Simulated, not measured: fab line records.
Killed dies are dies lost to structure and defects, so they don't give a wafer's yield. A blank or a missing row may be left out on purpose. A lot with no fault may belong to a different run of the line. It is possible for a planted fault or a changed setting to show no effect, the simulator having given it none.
fab line records | flow nandHarc
[record] lots = 7 | wafers = 21 | lastDay = 26
route steps=1159 shown P_STI@76 END@1159
lots with no fault: from the same line, run without faults
startH: hours from the record's opening day to when the first of the lot's shown wafers began | waitH: hours from the lot's prior step to this one | " same as the row above | L1.1+2: a row that stands for several wafers | - either no value or no given start | * or withheld: withheld | < > ~ a bound
route shown NAME@n: names a module that has steps shown in the file, with the first one's number in the route | usual: the fault-free wafers' mean and standard deviation | same: alike in all rows | chamber/n: place in a boat | sites: readings site by site | _std_site: standard deviation across them | _edge_site: outer sites' mean less inner sites' | radiusMm: for every site, how far away it sits from the centre of the wafer | mask NAME#n: copy n | behind: tool/chamber where the wafer was last shaped | hold: the reason the lot was held/the length of the hold in hours/how it ended | device: the n, p or np transistor that did not switch | end of line: the route-end tests of the same wafers | step lacking rows: just its recipe | killed: at the first sort, the dies lost to defects and structure; wafer yield is something else | map: per-die view of a wafer (x killed, . not killed, _ where there is no die)
set.NAME: the run value of the setting; set.NAME@STEP: its run value at that earlier step | model.NAME: the simulator's own value behind a step, which no gauge read
certain route steps with their lots: each step a table, each wafer a row
services: from which hour (startH, from the record's first day; less than 0 if before it) a tool's chamber was out of use, for how many hours, and why
[[steps]]
[step NHARC_P_STI_COAT_41]
[recipe] tempC = 200 | timeS = 65
[step NHARC_P_STI_COAT_03]
[recipe] spinRpm = 2000 | resistThkNm = 600
[step NHARC_P_STI_SOFTBAKE_04]
[recipe] tempC = 125 | timeS = 70
[step NHARC_P_STI_EBR_05]
[step NHARC_P_STI_EXPOSE_06]
[recipe] na = 0.55 | targetCdNm = 200 | doseMj = 37.69 | maskId = P_STI
[step NHARC_P_STI_PEB_07]
[recipe] pebTempC = 128 | pebTimeS = 80
[step NHARC_P_STI_DEVELOP_08]
[recipe] timeS = 50 | devTempC = 22
[step NHARC_P_STI_CD_MEAS_09]
[recipe] targetCdNm = 200 | landingEnergyEv = 500
[usual] cdNm = 200.3/2.6
lot.wafer | tool     | chamber | startH | waitH | cdNm
L385.1    | cdSem-03 | 0       | 89.89  | -     | 193.2
L385.5    | "        | 0       | "      | "     | 193.9
L385.6    | "        | 0       | "      | "     | 197.3
L386.1    | cdSem-02 | 0       | 96.38  | -     | 201.8
L386.3    | "        | 0       | "      | "     | 200.9
L386.5    | "        | 0       | "      | "     | 201.3
L388.1    | cdSem-01 | 0       | 108.53 | -     | 205.5
L388.4    | "        | 0       | "      | "     | 205.3
L388.5    | "        | 0       | "      | "     | 202.0
L389.1    | cdSem-01 | 0       | 114.47 | -     | 199.3
L389.3    | "        | 0       | "      | "     | 202.7
L389.5    | "        | 0       | "      | "     | 201.5
L391.1    | cdSem-01 | 0       | 126.05 | -     | 197.8
L391.3    | "        | 0       | "      | "     | 199.7
L391.6    | "        | 0       | "      | "     | 198.5
L394.2    | cdSem-03 | 0       | 145.21 | -     | 202.4
L394.5    | "        | 0       | "      | "     | 201.5
L394.6    | "        | 0       | "      | "     | 199.6
L399.1    | cdSem-02 | 0       | 176.45 | -     | 197.7
L399.3    | "        | 0       | "      | "     | 201.0
L399.5    | "        | 0       | "      | "     | 197.7
[step NHARC_P_STI_OVL_MEAS_10]
[usual] overlayXNm = -1/5.4 | overlayYNm = 0/6.1
lot.wafer | tool       | chamber | startH | waitH | overlayXNm | overlayYNm
L385.1    | overlay-01 | -       | 89.98  | -     | 0          | 5
L385.5    | "          | -       | "      | "     | 0          | 5
L385.6    | "          | -       | "      | "     | 0          | 5
L386.1    | overlay-01 | -       | 96.47  | -     | -3         | 8
L386.3    | "          | -       | "      | "     | -3         | 7
L386.5    | "          | -       | "      | "     | -4         | 8
L388.1    | overlay-01 | -       | 108.62 | -     | 5          | -1
L388.4    | "          | -       | "      | "     | 6          | -2
L388.5    | "          | -       | "      | "     | 5          | -2
L389.1    | overlay-01 | -       | 114.55 | -     | 0          | -11
L389.3    | "          | -       | "      | "     | 0          | -10
L389.5    | "          | -       | "      | "     | 0          | -11
L391.1    | overlay-02 | -       | 126.14 | -     | 0          | 1
L391.3    | "          | -       | "      | "     | 0          | 2
L391.6    | "          | -       | "      | "     | 1          | 2
L394.2    | overlay-01 | -       | 145.30 | -     | 1          | -4
L394.5    | "          | -       | "      | "     | 1          | -4
L394.6    | "          | -       | "      | "     | 1          | -5
L399.1    | overlay-02 | -       | 176.54 | -     | -8         | 12
L399.3    | "          | -       | "      | "     | -8         | 12
L399.5    | "          | -       | "      | "     | -8         | 12
[step NHARC_P_STI_INSPECT_11]
[usual] rawDefectCount = 5.3/2.3
lot.wafer | tool             | chamber | startH | waitH | rawDefectCount
L385.1    | defectInspect-01 | -       | 90.01  | 0.0   | 9
L385.5    | "                | -       | "      | "     | 1
L385.6    | "                | -       | "      | "     | 3
L386.1    | defectInspect-02 | -       | 96.51  | 0.0   | 5
L386.3    | "                | -       | "      | "     | 8
L386.5    | "                | -       | "      | "     | 6
L388.1    | defectInspect-02 | -       | 108.66 | 0.0   | 5
L388.4    | "                | -       | "      | "     | 4
L388.5    | "                | -       | "      | "     | 4
L389.1    | defectInspect-01 | -       | 114.59 | 0.0   | 4
L389.3    | "                | -       | "      | "     | 3
L389.5    | "                | -       | "      | "     | 7
L391.1    | defectInspect-02 | -       | 126.17 | 0.0   | 3
L391.3    | "                | -       | "      | "     | 4
L391.6    | "                | -       | "      | "     | 9
L394.2    | defectInspect-01 | -       | 145.34 | 0.0   | 9
L394.5    | "                | -       | "      | "     | 5
L394.6    | "                | -       | "      | "     | 3
L399.1    | defectInspect-02 | -       | 176.57 | 0.0   | 1
L399.3    | "                | -       | "      | "     | 6
L399.5    | "                | -       | "      | "     | 4
[step NHARC_P_STI_HARDBAKE_13]
[recipe] tempC = 118 | timeS = 65
[step NHARC_P_STI_DESCUM_14]
[recipe] timeS = 3 | o2FlowSccm = 200 | arFlowSccm = 0 | biasPowerW = 0 | chemistry = O2
[usual] drypumpMotorCurrentA = 5.7/0.39 | oesProductAu = 1.001/0.0084 | rfVppV = 57.8/0.9 | showerheadPlenumPTorr = 1.92/0.087 | throttleValvePct = 11.312/0.0087
lot.wafer | tool       | chamber | startH | waitH | drypumpMotorCurrentA | oesProductAu | rfHoursCounterH | rfVppV | showerheadPlenumPTorr | throttleValvePct
L385.1    | rieDiel-03 | 2       | 90.18  | -     | 5.3                  | 1.007        | 1.3             | 57.4   | 1.86                  | 11.319
L385.6    | "          | 3       | "      | "     | 5.9                  | 1.005        | -               | 58.3   | 1.96                  | 11.289
L385.5    | "          | 2       | "      | "     | 5.3                  | 1.007        | -               | 57.7   | 1.86                  | 11.331
L386.1    | rieDiel-03 | 2       | 96.65  | -     | 5.4                  | 1.009        | 1.7             | 56.8   | 1.86                  | 11.309
L386.3    | "          | 3       | "      | "     | 5.9                  | 0.994        | 1.8             | 57.3   | 1.96                  | 11.306
L386.5    | "          | 2       | "      | "     | 5.3                  | 1.003        | -               | 57.1   | 1.86                  | 11.320
L388.4    | rieDiel-03 | 3       | 108.79 | -     | 5.9                  | 0.999        | 2.5             | 58.7   | 1.96                  | 11.315
L388.1    | "          | 0       | "      | "     | 5.6                  | 1.009        | 2.7             | 58.3   | 1.98                  | 11.309
L388.5    | "          | 3       | "      | "     | 5.9                  | 0.998        | -               | 57.4   | 1.96                  | 11.296
L389.1    | rieDiel-03 | 1       | 114.72 | -     | 5.7                  | 1.007        | 2.7             | 57.9   | 1.89                  | 11.312
L389.3    | "          | 0       | "      | "     | 5.6                  | 1.004        | 2.8             | 57.0   | 1.98                  | 11.310
L389.5    | "          | 3       | "      | "     | 5.9                  | 1.012        | -               | 58.8   | 1.96                  | 11.304
L391.1    | rieDiel-04 | 1       | 126.32 | -     | 6.5                  | 1.004        | 0.1             | 56.0   | 1.79                  | 11.300
L391.3    | "          | 2       | "      | "     | 5.8                  | 0.999        | 0.1             | 56.4   | 1.82                  | 11.314
L391.6    | "          | 1       | "      | "     | 6.5                  | 1.010        | -               | 59.6   | 1.79                  | 11.307
L394.2    | rieDiel-08 | 0       | 145.47 | -     | 5.9                  | 0.999        | 0.3             | 56.7   | 2.03                  | 11.312
L394.6    | "          | 0       | "      | "     | 5.9                  | 1.005        | -               | 58.0   | 2.03                  | 11.306
L394.5    | "          | 1       | "      | "     | 5.5                  | 0.997        | -               | 59.2   | 2.06                  | 11.309
L399.1    | rieDiel-04 | 3       | 176.72 | -     | 5.1                  | 0.987        | 3.5             | 58.3   | 1.91                  | 11.312
L399.3    | "          | 0       | "      | "     | 6.0                  | 0.996        | 2.8             | 59.1   | 1.88                  | 11.319
L399.5    | "          | 2       | "      | "     | 5.8                  | 0.989        | -               | 56.5   | 1.82                  | 11.307
[step NHARC_P_STI_ETCH_42]
[recipe] targetDepthA = 800 | overetchA = 240 | timeS = 61 | ionEnergyEv = 200 | n2FlowSccm = 150 | h2FlowSccm = 150 | arFlowSccm = 0 | rfW = 400 | biasW = 150 | chemistry = N2/H2
[usual] drypumpMotorCurrentA = 5.7/0.38 | oesProductAu = 1.001/0.0088 | rfVppV = 430.6/2.8 | runLengthS = 82.1/0.44 | showerheadPlenumPTorr = 2.05/0.094 | throttleValvePct = 14.172/0.0092
lot.wafer | tool       | chamber | startH | waitH | drypumpMotorCurrentA | oesProductAu | rfHoursCounterH | rfVppV | runLengthS | showerheadPlenumPTorr | throttleValvePct
L385.1    | rieDiel-03 | 3       | 90.27  | 0.1   | 5.9                  | 1.001        | 1.4             | 433.2  | 81.8       | 2.09                  | 14.182
L385.6    | "          | 0       | "      | "     | 5.6                  | 0.996        | -               | 434.1  | 81.8       | 2.12                  | 14.152
L385.5    | "          | 2       | "      | "     | 5.3                  | 1.013        | -               | 428.2  | 83.3       | 1.98                  | 14.161
L386.1    | rieDiel-03 | 2       | 96.74  | 0.1   | 5.3                  | 1.004        | 1.7             | 427.8  | 82.9       | 1.98                  | 14.170
L386.3    | "          | 3       | "      | "     | 5.9                  | 1.000        | 1.8             | 431.7  | 65.8       | 2.09                  | 14.190
L386.5    | "          | 0       | "      | "     | 5.6                  | 0.991        | -               | 434.0  | 66.2       | 2.12                  | 14.184
L388.4    | rieDiel-03 | 0       | 108.88 | 0.1   | 5.5                  | 1.015        | 2.7             | 434.3  | 65.6       | 2.12                  | 14.183
L388.1    | "          | 2       | "      | "     | 5.4                  | 1.010        | 2.5             | 429.5  | 83.0       | 1.98                  | 14.167
L388.5    | "          | 0       | "      | "     | 5.5                  | 0.990        | -               | 433.6  | 66.0       | 2.12                  | 14.177
L389.3    | rieDiel-03 | 0       | 114.83 | 0.1   | 5.6                  | 0.996        | 2.8             | 432.1  | 66.1       | 2.12                  | 14.174
L389.1    | "          | 1       | "      | "     | 5.8                  | 1.001        | 2.7             | 429.3  | 82.0       | 2.02                  | 14.179
L389.5    | "          | 0       | "      | "     | 5.6                  | 0.987        | -               | 433.0  | 66.0       | 2.12                  | 14.167
L391.3    | rieDiel-04 | 1       | 126.40 | 0.1   | 6.5                  | 1.012        | 0.1             | 427.3  | 81.4       | 1.90                  | 14.165
L391.1    | "          | 2       | "      | "     | 5.8                  | 1.009        | 0.1             | 426.8  | 82.4       | 1.94                  | 14.184
L391.6    | "          | 1       | "      | "     | 6.5                  | 1.019        | -               | 425.6  | 81.5       | 1.90                  | 14.178
L394.2    | rieDiel-08 | 1       | 145.57 | 0.1   | 5.5                  | 0.997        | 0.3             | 434.3  | 81.5       | 2.20                  | 14.179
L394.5    | "          | 2       | "      | "     | 5.2                  | 0.997        | -               | 431.2  | 82.5       | 2.10                  | 14.181
L394.6    | "          | 3       | "      | "     | 5.6                  | 1.000        | -               | 427.2  | 82.4       | 1.91                  | 14.152
L399.3    | rieDiel-04 | 3       | 176.80 | 0.1   | 5.1                  | 0.999        | 3.5             | 429.9  | 82.6       | 2.04                  | 14.181
L399.1    | "          | 0       | "      | "     | 6.0                  | 1.008        | 2.8             | 429.7  | 81.7       | 2.00                  | 14.183
L399.5    | "          | 3       | "      | "     | 5.1                  | 0.993        | -               | 429.5  | 82.3       | 2.04                  | 14.190
[step NHARC_P_STI_ETCH_31]
[recipe] targetDepthA = 1089 | timeS = 54.5 | cf4FlowSccm = 100 | chf3FlowSccm = 30 | arFlowSccm = 0 | rfW = 500 | biasW = 200 | chemistry = CF4/CHF3
[usual] drypumpMotorCurrentA = 5.7/0.39 | oesProductAu = 0.960/0.02 | rfVppV = 370.6/2.5 | runLengthS = 75.6/0.44 | showerheadPlenumPTorr = 1.57/0.068 | throttleValvePct = 16.802/0.0092
lot.wafer | tool       | chamber | startH | waitH | drypumpMotorCurrentA | oesProductAu | rfHoursCounterH | rfVppV | runLengthS | showerheadPlenumPTorr | throttleValvePct
L385.1    | rieDiel-03 | 3       | -      | -     | 5.9                  | 0.974        | 1.4             | 372.7  | 75.6       | 1.61                  | 16.809
L385.6    | "          | 3       | "      | "     | 5.9                  | 0.966        | -               | 372.5  | 75.3       | 1.61                  | 16.818
L385.5    | "          | 2       | "      | "     | 5.4                  | 0.972        | -               | 370.8  | 76.5       | 1.53                  | 16.814
L386.1    | rieDiel-03 | 2       | -      | -     | 5.3                  | 0.925        | 1.8             | 369.8  | 76.3       | 1.53                  | 16.795
L386.3    | "          | 3       | "      | "     | 5.8                  | 0.922        | 1.8             | 371.6  | 75.1       | 1.61                  | 16.801
L386.5    | "          | 1       | "      | "     | 5.7                  | 0.918        | -               | 369.4  | 75.7       | 1.56                  | 16.810
L388.4    | rieDiel-03 | 2       | -      | -     | 5.3                  | 0.983        | 2.5             | 368.3  | 76.3       | 1.53                  | 16.814
L388.1    | "          | 0       | "      | "     | 5.6                  | 0.972        | 2.8             | 372.9  | 75.1       | 1.63                  | 16.807
L388.5    | "          | 2       | "      | "     | 5.3                  | 0.994        | -               | 368.6  | 76.2       | 1.53                  | 16.793
L389.3    | rieDiel-03 | 0       | -      | -     | 5.6                  | 0.957        | 2.8             | 371.0  | 75.2       | 1.63                  | 16.810
L389.1    | "          | 3       | "      | "     | 5.9                  | 0.967        | 2.7             | 370.0  | 75.6       | 1.61                  | 16.796
L389.5    | "          | 3       | "      | "     | 5.9                  | 0.955        | -               | 372.6  | 75.1       | 1.61                  | 16.820
L391.1    | rieDiel-04 | 0       | -      | -     | 6.0                  | 0.963        | 0.1             | 369.3  | 75.4       | 1.55                  | 16.796
L391.3    | "          | 2       | "      | "     | 5.8                  | 0.974        | 0.2             | 366.4  | 76.2       | 1.50                  | 16.798
L391.6    | "          | 1       | "      | "     | 6.5                  | 0.971        | -               | 366.6  | 75.2       | 1.48                  | 16.804
L394.2    | rieDiel-08 | 3       | -      | -     | 5.6                  | 0.971        | 0.4             | 366.3  | 76.0       | 1.48                  | 16.798
L394.5    | "          | 2       | "      | "     | 5.2                  | 0.966        | -               | 372.5  | 75.8       | 1.62                  | 16.816
L394.6    | "          | 3       | "      | "     | 5.6                  | 0.976        | -               | 369.1  | 75.7       | 1.48                  | 16.811
L399.1    | rieDiel-04 | 2       | -      | -     | 5.8                  | 0.962        | 3.3             | 368.2  | 76.1       | 1.50                  | 16.805
L399.3    | "          | 3       | "      | "     | 5.1                  | 0.948        | 3.5             | 371.1  | 76.6       | 1.57                  | 16.805
L399.5    | "          | 1       | "      | "     | 6.6                  | 0.989        | -               | 368.2  | 75.1       | 1.48                  | 16.796
[step NHARC_END_SORT_01]
[recipe] tempC = 25
[usual] killedAtArray = 27/11 | killedAtOther = 0.6/1 | killedAtPeriphery = 3.0/2.1 | killedDies = 31/12 | killedOpen = 3.2/1.7 | killedShort = 1.7/1.4
[same] grossDies = 677
lot.wafer | tool      | chamber | startH | waitH | killedAtArray | killedAtOther | killedAtPeriphery | killedDies | killedOpen | killedShort
L386.3    | prober-01 | 0       | 499.57 | 3.1   | 11            | 0             | 9                 | 20         | 4          | 1
L386.5    | prober-01 | 0       | 501.18 | 3.7   | 13            | 0             | 7                 | 20         | 4          | 0
L389.3    | prober-02 | 0       | 513.94 | 3.1   | 16            | 0             | 8                 | 24         | 2          | 1
L389.5    | prober-02 | 0       | 515.52 | 3.7   | 15            | 0             | 5                 | 20         | 5          | 2
L388.4    | prober-01 | 0       | 521.66 | 3.4   | 44            | 1             | 6                 | 51         | 8          | 1
L388.5    | prober-01 | 0       | 522.48 | 3.8   | 36            | 0             | 3                 | 39         | 2          | 2
// killed by level:class
L386.3 P_STI:areaEtch=5 A_CHANNEL_HOLE_D1:chamberFilmFlake=4 A_CONTACT:chamberFilmFlake=3 P_CONTACT:geometricParticle:open=2 A_M0:geometricParticle:open=2 P_CONTACT:geometricParticle:short=1 P_GATE:chamberFilmFlake=1 A_ZERO_WELL:chamberFilmFlake=1
L386.5 A_CHANNEL_HOLE_D1:chamberFilmFlake=6 P_ZERO_WELL:chamberFilmFlake=3 A_STAIRCASE:chamberFilmFlake=2 P_STI:areaEtch=2 P_M0:geometricParticle:open=1 P_M2:geometricParticle:open=1 A_CONTACT:geometricParticle:open=1 A_BLC:geometricParticle:open=1
L389.3 P_STI:areaEtch=6 A_CHANNEL_HOLE_D1:chamberFilmFlake=5 A_CONTACT:chamberFilmFlake=5 A_M1:chamberFilmFlake=3 A_STAIRCASE:chamberFilmFlake=2 P_GATE:geometricParticle:open=1 P_M0:geometricParticle:short=1 A_CHANNEL_FILL_D1:geometricParticle:open=1
L389.5 A_CHANNEL_HOLE_D1:chamberFilmFlake=5 P_STI:areaEtch=3 A_STAIRCASE:chamberFilmFlake=2 P_CONTACT:geometricParticle:open=1 A_ONON_D1:geometricParticle:short=1 A_CHANNEL_FILL_D1:geometricParticle:short=1 A_CHANNEL_FILL_D1:geometricParticle:open=1 A_SLIT:geometricParticle:open=1
L388.4 A_SLIT:chamberFilmFlake=18 A_CHANNEL_HOLE_D1:chamberFilmFlake=13 A_M0:geometricParticle:open=3 P_GATE:chamberFilmFlake=3 A_WL_FILL:chamberFilmFlake=3 P_M0:geometricParticle:open=2 A_CONTACT:geometricParticle:open=2 A_STAIRCASE:chamberFilmFlake=2
L388.5 A_SLIT:chamberFilmFlake=12 A_CHANNEL_HOLE_D1:chamberFilmFlake=9 A_CONTACT:chamberFilmFlake=5 A_STAIRCASE:chamberFilmFlake=3 P_ZERO_WELL:chamberFilmFlake=2 A_ONON_D1:geometricParticle:short=1 A_WL_FILL:geometricParticle:short=1 A_WL_FILL:geometricParticle:open=1
[[services]]
tool       | chamber | startH | hours | kind
rieDiel-03 | 0       | 71.80  | -     | clean
rieDiel-03 | 1       | 71.80  | -     | clean
rieDiel-03 | 2       | 71.80  | -     | clean
rieDiel-03 | 3       | 71.80  | -     | clean
rieDiel-03 | 0       | 82.09  | 6.5   | repair
rieDiel-03 | 1       | 84.58  | 7.1   | repair
rieDiel-03 | 0       | 96.30  | -     | clean
rieDiel-03 | 1       | 96.30  | -     | clean
rieDiel-03 | 2       | 96.30  | -     | clean
rieDiel-03 | 3       | 96.30  | -     | clean
rieDiel-03 | 2       | 109.87 | 9.1   | repair
rieDiel-04 | -       | 112.05 | 9.0   | pm
rieDiel-08 | 0       | 117.14 | 3.6   | repair
rieDiel-03 | -       | 118.73 | 1.1   | repair
rieDiel-08 | 3       | 118.94 | 5.0   | repair
rieDiel-03 | 0       | 120.80 | -     | clean
rieDiel-03 | 1       | 120.80 | -     | clean
rieDiel-03 | 2       | 120.80 | -     | clean
rieDiel-03 | 3       | 120.80 | -     | clean
rieDiel-08 | -       | 124.80 | 9.0   | pm
rieDiel-04 | 0       | 148.56 | 4.5   | repair
rieDiel-08 | 3       | 156.69 | 13.9  | repair
rieDiel-04 | 0       | 161.23 | 3.2   | repair
rieDiel-04 | 3       | 172.35 | 1.7   | repair
[[key]]
[firstSign] step = NHARC_P_STI_ETCH_42 | reading = runLengthS | direction = down | sigmas = 36 | usual = * | struck = *
[effect] step = NHARC_END_SORT_01 | reading = killedAtPeriphery | direction = up | sigmas = 1.6 | usual = 3.0 | struck = 6.3 | wafersMoved = 2
metAt NHARC_P_STI_ETCH_42
struckWafers L386.3,L386.5,L388.4,L388.5,L389.3,L389.5
testerLeftOut L386,L388,L389
onsetBetween 90.27 96.74
[fault] kind = processParameterDrift | tool = rieDiel-03 | chamber = - | onsetH = 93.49 | steps = NHARC_P_STI_ETCH_42 | channel = timeS | offset = * | shape = step | endH = 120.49 | scope = struckWafersOnly | actsIn = * | stated = *
// testerLeftOut: of these lots the tester's yield and bins aren't shown, on N5 and GAA mostly nor the transistor test; their killed dies are dies lost to structure and defects alone, not to doping, threshold or leakage, so they don't give the yield
